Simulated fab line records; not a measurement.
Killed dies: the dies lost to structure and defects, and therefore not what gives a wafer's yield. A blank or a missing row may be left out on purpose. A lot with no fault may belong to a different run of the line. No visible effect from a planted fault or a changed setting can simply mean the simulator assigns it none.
Chamber matching    flow n5Finfet    rieDiel-04 running N5_MOL_CONTACT_COAG_ETCH_66: 4 sister chambers
The step etches SiARC in CF4, target depth 13 nm, time 21.7 s. 4 wafers are shown with their chamber, then 7 later ones without.

WAFERS WITH THEIR CHAMBER
wafer   chamber  showerheadPlenumPTorr (Torr)
L089.1  0        2.20
L089.6  3        2.13
L095.1  2        2.13
L095.4  1        2.20

WAFERS WITHOUT THEIR CHAMBER
wafer   showerheadPlenumPTorr (Torr)
L095.5  2.20
L097.2  2.19
L097.3  2.13
L097.6  2.19
L096.3  2.19
L096.4  2.13
L096.6  2.19

EACH ONE'S CHAMBER
wafer   from the rows above      in truth
L095.5  can't be placed: 0 or 1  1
L097.2  can't be placed: 0 or 1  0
L097.3  can't be placed: 2 or 3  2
L097.6  can't be placed: 0 or 1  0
L096.3  can't be placed: 0 or 1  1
L096.4  can't be placed: 2 or 3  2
L096.6  can't be placed: 0 or 1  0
0 of 7 placed correctly. From these rows, 7 cannot be placed; in 7 the true chamber is one of the candidates. 0 placed wrongly.
How it was worked out, from the rows above alone: a wafer's distance from a chamber is the root of the sum, over the readings, of the square of ((its reading less the chamber's mean) divided by the reading's scatter). If the next closest chamber is less than 2 further off than the closest, the wafer can't be placed; otherwise it belongs to the closest. A chamber's mean is the mean of its shown wafers. The scatter (one wafer shown for each chamber): square how far every hidden wafer sits from the nearest shown wafer, average those squares and take the square root.
